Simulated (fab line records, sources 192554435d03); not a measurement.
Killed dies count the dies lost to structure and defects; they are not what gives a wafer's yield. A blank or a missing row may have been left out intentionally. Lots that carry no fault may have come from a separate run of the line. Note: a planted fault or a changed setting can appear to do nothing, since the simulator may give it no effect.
What tool caused it? + flow n5Finfet + 22 lots, 66 wafers sampled, at 1 step of a route of 1938

## WHAT THE GAUGES READ, wafer by wafer
N5_BEOL_M1_THK_MEAS_01.
| lot  | measured     | on           | M1_ILD_THK (nm) |
|------|--------------|--------------|-----------------|
| L076 | day 6 09:31  | filmMetro-02 | 80.0 80.2 79.7  |
| L074 | day 6 09:57  | filmMetro-02 | 80.4 82.5 78.8  |
| L075 | day 6 12:28  | filmMetro-01 | 79.0 77.9 79.8  |
| L078 | day 7 02:29  | filmMetro-01 | 79.1 80.1 79.1  |
| L079 | day 7 05:35  | filmMetro-02 | 79.1 78.6 80.5  |
| L080 | day 7 12:22  | filmMetro-01 | 79.2 82.0 82.2  |
| L081 | day 7 19:50  | filmMetro-02 | 78.9 79.9 79.4  |
| L082 | day 7 21:12  | filmMetro-01 | 78.5 81.0 79.6  |
| L083 | day 8 00:33  | filmMetro-01 | 77.8 79.2 80.1  |
| L084 | day 8 10:25  | filmMetro-01 | 79.3 80.9 79.6  |
| L085 | day 8 21:04  | filmMetro-01 | 80.3 81.6 81.2  |
| L086 | day 9 08:35  | filmMetro-02 | 79.1 80.8 80.0  |
| L088 | day 9 16:58  | filmMetro-02 | 78.1 80.0 81.0  |
| L087 | day 9 20:11  | filmMetro-01 | 79.8 78.9 81.8  |
| L089 | day 10 00:36 | filmMetro-01 | 78.5 80.8 79.8  |
| L090 | day 10 06:26 | filmMetro-02 | 81.1 80.4 81.3  |
| L091 | day 10 07:37 | filmMetro-01 | 78.7 80.7 79.0  |
| L092 | day 10 20:06 | filmMetro-01 | 78.6 80.8 79.8  |
| L094 | day 10 22:04 | filmMetro-02 | 77.7 80.5 78.2  |
| L093 | day 10 22:17 | filmMetro-01 | 79.4 78.1 79.3  |
| L096 | day 11 16:50 | filmMetro-01 | 77.5 78.3 80.3  |
| L097 | day 11 20:34 | filmMetro-01 | 80.0 81.9 80.6  |

## WHICH TOOL RAN EACH LOT (tool, then ch and the chambers of the sampled wafers, then the start)
Before these readings, the record contains no process step.

## WHAT THE TOOLS THEMSELVES READ (means of the sampled wafers that have a number; where no wafer has one, the mark that the record gives instead)
The record holds no such reading with a usual standard deviation.

## THE ANSWER, worked out from the rows above alone
Rule: the usual values come from the lots themselves. Put in order of their means at a reading, lots are off if they are a third of the lots or fewer, leave a main group of 4 or more, and stand apart from it by a gap of 3 or more times the standard deviation of the main group's means; of several such gaps the widest counts. If all means in a main group match to the digits the tables above print for the reading, that group is not used. Also off: a lot with no number at a reading for which 4 or more lots have one. The other lots that the step has rows for count as sound. The gauges are gone through in route order, then the tools' own readings, and for those a lot's mean is taken as printed above. The first step at which some lot is off is used, and at that step the reading that is off furthest; a lot without a number counts as furthest.
No lot is off on any of the readings shown, so nothing can be concluded from this.

## WHAT THE SIMULATOR PUT IN
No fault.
